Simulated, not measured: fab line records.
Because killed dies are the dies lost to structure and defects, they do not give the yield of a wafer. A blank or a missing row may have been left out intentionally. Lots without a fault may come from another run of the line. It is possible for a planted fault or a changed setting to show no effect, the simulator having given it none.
What tool caused it?    flow n5 finfet    72 wafers from 24 lots sampled at 6 of the route's 1938 steps

WHAT THE GAUGES SHOWED, per wafer
N5_BEOL_M4_INSPECT_30: inspects for defects (brightfield). Usual: raw defect count 382, standard deviation 78.
lot   measured      on                 raw defect count  flag
L074  day 8 14:50   defect inspect-02  323 272 213       
L075  day 9 00:13   defect inspect-01  329 302 353       
L077  day 9 02:14   defect inspect-01  563 483 516       
L076  day 9 05:14   defect inspect-01  328 434 311       
L078  day 9 07:23   defect inspect-02  402 365 285       
L079  day 9 09:58   defect inspect-01  358 257 420       
L080  day 9 19:08   defect inspect-02  355 480 333       
L081  day 10 02:58  defect inspect-02  351 355 410       
L083  day 12 04:14  defect inspect-02  441 513 409       
L084  day 13 05:40  defect inspect-02  486 463 403       
L085  day 13 09:07  defect inspect-02  268 293 348       
L086  day 14 00:05  defect inspect-01  437 537 419       
L087  day 14 08:17  defect inspect-02  235 269 338       
L088  day 14 13:33  defect inspect-01  441 393 320       
L091  day 14 20:49  defect inspect-01  392 370 444       
L090  day 14 23:49  defect inspect-02  362 352 423       
L092  day 15 00:05  defect inspect-01  466 253 418       
L094  day 15 00:42  defect inspect-01  394 537 406       
L089  day 15 00:58  defect inspect-02  413 389 597       
L093  day 15 03:52  defect inspect-02  247 270 240       
L095  day 15 07:53  defect inspect-01  483 381 324       
L082  day 15 11:27  defect inspect-01  367 296 356       
L096  day 15 12:46  defect inspect-02  439 361 353       
L097  day 15 15:38  defect inspect-02  406 278 283       

N5_BEOL_M5_THK_MEAS_01. Usual: M5_ILD_THK typically reads 121.4 nm, with standard deviation 1.5.
lot   measured      on             M5_ILD_THK (nm)    flag
L074  day 9 05:39   film metro-01  119.7 119.0 121.9  
L075  day 9 19:41   film metro-01  118.7 121.3 121.2  
L077  day 10 05:52  film metro-02  118.7 121.2 121.9  
L076  day 10 14:25  film metro-01  120.8 120.5 121.0  
L078  day 11 00:53  film metro-02  124.3 123.0 122.5  
L079  day 11 12:14  film metro-01  121.1 120.3 122.1  
L080  day 11 18:25  film metro-01  122.0 122.4 124.4  
L081  day 13 03:08  film metro-01  121.1 121.2 124.2  
L083  day 14 00:35  film metro-01  119.7 120.5 122.8  
L084  day 14 11:38  film metro-02  123.5 123.3 123.8  
L085  day 14 14:02  film metro-02  119.5 119.7 121.7  
L086  day 15 01:01  film metro-02  118.5 121.5 122.2  
L087  day 15 12:02  film metro-02  119.2 121.6 121.6  
L088  day 15 20:26  film metro-01  121.8 123.8 124.0  
L091  day 16 17:49  film metro-01  119.9 120.1 121.5  
L090  day 15 16:50  film metro-01  120.0 123.9 123.1  
L092  day 17 02:53  film metro-02  119.6 119.0 123.0  
L094  day 17 08:04  film metro-01  121.1 122.5 122.2  
L089  day 17 08:51  film metro-02  118.9 118.5 119.8  
L093  day 17 08:53  film metro-01  120.0 123.9 121.1  
L095  day 16 09:44  film metro-01  124.5 122.8 123.7  
L082  day 17 17:11  film metro-01  120.7 121.5 121.7  
L096  day 17 18:20  film metro-02  120.6 122.0 122.1  
L097  day 16 05:55  film metro-02  121.9 122.3 123.9  

WHICH TOOL RAN EACH LOT (tool, then ch and the chambers of the sampled wafers, then the start)
lot   N5_BEOL_M4_ETCH_74                  N5_BEOL_M4_DESCUM_33                N5_BEOL_M4_DEGAS_44           N5_BEOL_M4_ANNEAL_89
L074  rie diel-02 ch 0,1, day 8 13:59     rie diel-02 ch 0,1,3, day 8 14:52   pvd sputter-01, day 9 00:33   pvd sputter-02, day 9 02:11
L075  rie diel-02 ch 0,1,2, day 8 23:23   rie diel-02 ch 0,1,2, day 9 00:31   pvd sputter-02, day 9 14:29   pvd sputter-02, day 9 16:08
L077  rie diel-05 ch 0,2,3, day 9 01:18   rie diel-04 ch 0,2, day 9 02:16     pvd sputter-02, day 10 00:21  pvd sputter-01, day 10 01:51
L076  rie diel-02 ch 0,2,3, day 9 04:19   rie diel-02 ch 0,2,3, day 9 05:17   pvd sputter-02, day 10 08:56  pvd sputter-01, day 10 10:29
L078  rie diel-04 ch 0,2,3, day 9 06:34   rie diel-02 ch 0,2,3, day 9 07:26   pvd sputter-02, day 10 18:21  pvd sputter-01, day 10 20:01
L079  rie diel-02 ch 0,1,3, day 9 09:02   rie diel-04 ch 0,2,3, day 9 10:00   pvd sputter-02, day 11 04:59  pvd sputter-01, day 11 08:18
L080  rie diel-05 ch 0,2, day 9 18:11     rie diel-05 ch 0,3, day 9 19:10     pvd sputter-02, day 11 13:18  pvd sputter-02, day 11 14:50
L081  rie diel-02 ch 0,1,2, day 10 02:07  rie diel-04 ch 0,1, day 10 03:00    pvd sputter-02, day 12 21:52  pvd sputter-01, day 12 23:29
L083  rie diel-02 ch 0,1,3, day 12 03:18  rie diel-02 ch 1,2,3, day 12 04:23  pvd sputter-01, day 13 19:38  pvd sputter-02, day 13 21:09
L084  rie diel-02 ch 0,3, day 13 04:50    rie diel-04 ch 0,1,3, day 13 05:43  pvd sputter-02, day 14 06:37  pvd sputter-01, day 14 08:12
L085  rie diel-04 ch 0,1,3, day 13 08:12  rie diel-05 ch 2,3, day 13 09:09    pvd sputter-02, day 14 06:56  pvd sputter-03, day 14 10:12
L086  rie diel-04 ch 0,2,3, day 13 23:10  rie diel-04 ch 0,3, day 14 00:07    pvd sputter-02, day 14 19:25  pvd sputter-02, day 14 21:22
L087  rie diel-02 ch 0,1, day 14 07:21    rie diel-05 ch 0,1,3, day 14 08:19  pvd sputter-02, day 15 06:53  pvd sputter-03, day 15 08:35
L088  rie diel-04 ch 0,3, day 14 12:45    rie diel-04 ch 1,2, day 14 13:39    pvd sputter-03, day 15 13:42  pvd sputter-02, day 15 16:56
L091  rie diel-04 ch 0,1,2, day 14 19:53  rie diel-04 ch 1,2,3, day 14 20:54  pvd sputter-01, day 16 12:48  pvd sputter-01, day 16 14:23
L090  rie diel-05 ch 0,2, day 14 22:55    rie diel-05 ch 0,2,3, day 14 23:52  pvd sputter-02, day 15 10:34  pvd sputter-01, day 15 13:16
L092  rie diel-05 ch 2,3, day 14 23:09    rie diel-04 ch 0,1,3, day 15 00:07  pvd sputter-03, day 16 21:57  pvd sputter-01, day 16 23:27
L094  rie diel-04 ch 1,2, day 14 23:52    rie diel-04 ch 0,2,3, day 15 00:44  pvd sputter-01, day 17 00:52  pvd sputter-01, day 17 04:10
L089  rie diel-05 ch 0,2,3, day 15 00:01  rie diel-02 ch 0,1,2, day 15 00:59  pvd sputter-02, day 17 03:38  pvd sputter-03, day 17 05:11
L093  rie diel-02 ch 0,2, day 15 03:03    rie diel-02 ch 0,2, day 15 03:54    pvd sputter-02, day 17 03:43  pvd sputter-02, day 17 05:21
L095  rie diel-02 ch 1,2, day 15 06:57    rie diel-04 ch 0,3, day 15 07:55    pvd sputter-01, day 16 04:20  pvd sputter-02, day 16 06:02
L082  rie diel-05 ch 0,2, day 15 10:38    rie diel-02 ch 0,2,3, day 15 11:29  pvd sputter-01, day 17 11:32  pvd sputter-02, day 17 13:43
L096  rie diel-02 ch 1,2,3, day 15 11:49  rie diel-04 ch 1,2, day 15 12:47    pvd sputter-01, day 17 11:46  pvd sputter-01, day 17 14:55
L097  rie diel-02 ch 0,1,3, day 15 14:42  rie diel-05 ch 0,2,3, day 15 15:40  pvd sputter-03, day 16 00:55  pvd sputter-03, day 16 02:29
- N5_BEOL_M4_ETCH_74: etches underlayer in N2/H2, target depth 6.5 nm, time 5.2 s.
- N5_BEOL_M4_DESCUM_33: chemistry O2, time 7 s.
- N5_BEOL_M4_DEGAS_44: time 60 s.
- N5_BEOL_M4_ANNEAL_89: time 240 s.

WHAT THE TOOLS THEMSELVES READ (means of the sampled wafers that have a number; where no wafer has one, the mark that the record gives instead)
N5_BEOL_M4_ETCH_74. Usual: drypump motor current A 5.7 A, standard deviation 0.38; etch rf on time s 5.22 s, standard deviation 0.092; oes product au 0.67 a.u., standard deviation 0.08; rf vpp V 524 V, standard deviation 3.1; showerhead plenum p Torr 2.56 Torr, standard deviation 0.1; throttle valve pct 17.92 %, standard deviation 0.16.
lot   tool         drypump motor current A (A)  etch rf on time s (s)  oes product au (a.u.)  rf vpp V (V)  showerhead plenum p Torr (Torr)  throttle valve pct (%)  flag
L074  rie diel-02  5.6                          5.21                   0.62                   522           2.49                             17.81                   
L075  rie diel-02  5.7                          5.24                   0.64                   524           2.58                             17.90                   
L077  rie diel-05  6.2                          5.24                   0.66                   525           2.61                             18.01                   
L076  rie diel-02  5.6                          5.28                   0.64                   523           2.51                             17.98                   
L078  rie diel-04  5.5                          5.24                   0.67                   526           2.61                             17.92                   
L079  rie diel-02  5.6                          5.25                   0.63                   523           2.50                             17.89                   
L080  rie diel-05  6.0                          5.14                   0.65                   524           2.61                             18.11                   
L081  rie diel-02  5.6                          5.28                   0.63                   523           2.58                             17.91                   
L083  rie diel-02  5.7                          5.26                   0.61                   521           2.49                             17.94                   
L084  rie diel-02  5.6                          5.38                   0.61                   520           2.42                             18.01                   
L085  rie diel-04  5.6                          5.15                   0.75                   525           2.59                             17.88                   
L086  rie diel-04  5.5                          5.13                   0.79                   524           2.59                             17.68                   
L087  rie diel-02  5.7                          5.20                   0.59                   524           2.55                             17.90                   
L088  rie diel-04  5.8                          5.10                   0.76                   527           2.66                             17.80                   
L091  rie diel-04  5.6                          5.15                   0.76                   526           2.55                             17.77                   
L090  rie diel-05  6.1                          5.22                   0.74                   525           2.59                             17.90                   
L092  rie diel-05  6.3                          5.19                   0.65                   525           2.61                             17.94                   
L094  rie diel-04  5.5                          5.18                   0.74                   522           2.47                             17.88                   
L089  rie diel-05  6.2                          5.25                   0.69                   525           2.60                             17.93                   
L093  rie diel-02  5.7                          5.22                   0.62                   525           2.57                             18.04                   
L095  rie diel-02  5.8                          5.19                   0.62                   526           2.63                             18.00                   
L082  rie diel-05  6.1                          5.20                   0.74                   525           2.59                             17.90                   
L096  rie diel-02  5.7                          5.31                   0.61                   524           2.57                             18.05                   
L097  rie diel-02  5.7                          5.24                   0.60                   522           2.48                             17.97                   

N5_BEOL_M4_DESCUM_33. Usual: drypump motor current A 5.7 A, standard deviation 0.41; oes product au 0.82 a.u., standard deviation 0.096; rf vpp V 243.4 V, standard deviation 1.4; showerhead plenum p Torr 2.11 Torr, standard deviation 0.079; throttle valve pct 20.44 %, standard deviation 0.16.
lot   tool         drypump motor current A (A)  oes product au (a.u.)  rf vpp V (V)  showerhead plenum p Torr (Torr)  throttle valve pct (%)  flag
L074  rie diel-02  5.7                          0.74                   243.3         2.06                             20.47                   
L075  rie diel-02  5.7                          0.75                   243.5         2.12                             20.45                   
L077  rie diel-04  5.4                          0.79                   243.1         2.12                             20.41                   
L076  rie diel-02  5.6                          0.76                   243.0         2.06                             20.51                   
L078  rie diel-02  5.6                          0.75                   242.9         2.06                             20.51                   
L079  rie diel-04  5.5                          0.78                   243.8         2.15                             20.46                   
L080  rie diel-05  6.4                          0.83                   244.3         2.14                             20.45                   
L081  rie diel-04  5.9                          0.92                   244.3         2.16                             20.37                   
L083  rie diel-02  5.7                          0.75                   243.5         2.12                             20.56                   
L084  rie diel-04  5.6                          0.89                   243.5         2.13                             20.41                   
L085  rie diel-05  6.3                          0.77                   244.3         2.15                             20.57                   
L086  rie diel-04  5.4                          0.91                   244.1         2.17                             20.32                   
L087  rie diel-05  6.1                          0.80                   244.3         2.17                             20.42                   
L088  rie diel-04  5.4                          0.87                   242.9         2.03                             20.45                   
L091  rie diel-04  5.3                          0.90                   242.8         2.07                             20.36                   
L090  rie diel-05  6.2                          0.81                   244.2         2.14                             20.51                   
L092  rie diel-04  5.6                          0.87                   243.4         2.12                             20.42                   
L094  rie diel-04  5.5                          0.92                   243.5         2.13                             20.26                   
L089  rie diel-02  5.7                          0.71                   243.9         2.10                             20.51                   
L093  rie diel-02  5.6                          0.70                   241.9         2.04                             20.48                   
L095  rie diel-04  5.4                          0.89                   243.4         2.16                             20.33                   
L082  rie diel-02  5.6                          0.72                   242.3         2.05                             20.58                   
L096  rie diel-04  5.3                          0.90                   243.0         2.03                             20.29                   
L097  rie diel-05  6.2                          0.80                   244.2         2.14                             20.51                   

N5_BEOL_M4_DEGAS_44. Usual: heater power w 323 W, standard deviation 30.
lot   tool            heater power w (W)  flag
L074  pvd sputter-01  302                 
L075  pvd sputter-02  318                 
L077  pvd sputter-02  358                 
L076  pvd sputter-02  306                 
L078  pvd sputter-02  321                 
L079  pvd sputter-02  344                 
L080  pvd sputter-02  337                 
L081  pvd sputter-02  326                 
L083  pvd sputter-01  315                 
L084  pvd sputter-02  317                 
L085  pvd sputter-02  311                 
L086  pvd sputter-02  316                 
L087  pvd sputter-02  342                 
L088  pvd sputter-03  332                 
L091  pvd sputter-01  313                 
L090  pvd sputter-02  338                 
L092  pvd sputter-03  321                 
L094  pvd sputter-01  312                 
L089  pvd sputter-02  337                 
L093  pvd sputter-02  344                 
L095  pvd sputter-01  313                 
L082  pvd sputter-01  317                 
L096  pvd sputter-01  305                 
L097  pvd sputter-03  347                 

N5_BEOL_M4_ANNEAL_89. Usual: heater power w 798 W, standard deviation 71.
lot   tool            heater power w (W)  flag
L074  pvd sputter-02  866                 
L075  pvd sputter-02  758                 
L077  pvd sputter-01  762                 
L076  pvd sputter-01  750                 
L078  pvd sputter-01  800                 
L079  pvd sputter-01  757                 
L080  pvd sputter-02  789                 
L081  pvd sputter-01  787                 
L083  pvd sputter-02  849                 
L084  pvd sputter-01  772                 
L085  pvd sputter-03  870                 
L086  pvd sputter-02  848                 
L087  pvd sputter-03  836                 
L088  pvd sputter-02  867                 
L091  pvd sputter-01  806                 
L090  pvd sputter-01  748                 
L092  pvd sputter-01  780                 
L094  pvd sputter-01  751                 
L089  pvd sputter-03  810                 
L093  pvd sputter-02  832                 
L095  pvd sputter-02  815                 
L082  pvd sputter-02  825                 
L096  pvd sputter-01  793                 
L097  pvd sputter-03  803                 

THE ANSWER, worked out from the rows above alone
Rule: a lot is off if the mean of its wafers that have a number lies more than 3 standard deviations from the usual mean. A lot without any number at a reading at which 4 lots or more have one is off too. All remaining lots with rows at the step are treated as sound. After the gauges, taken in route order, come the tools' own readings; for these a lot's mean is taken, as printed above. The first step at which some lot is off is used, and at that step the reading that is off furthest; a lot without a number counts as furthest.
Across all readings shown, no lot is off: no conclusion can be drawn from this.

WHAT HAD BEEN PUT IN BY THE SIMULATOR
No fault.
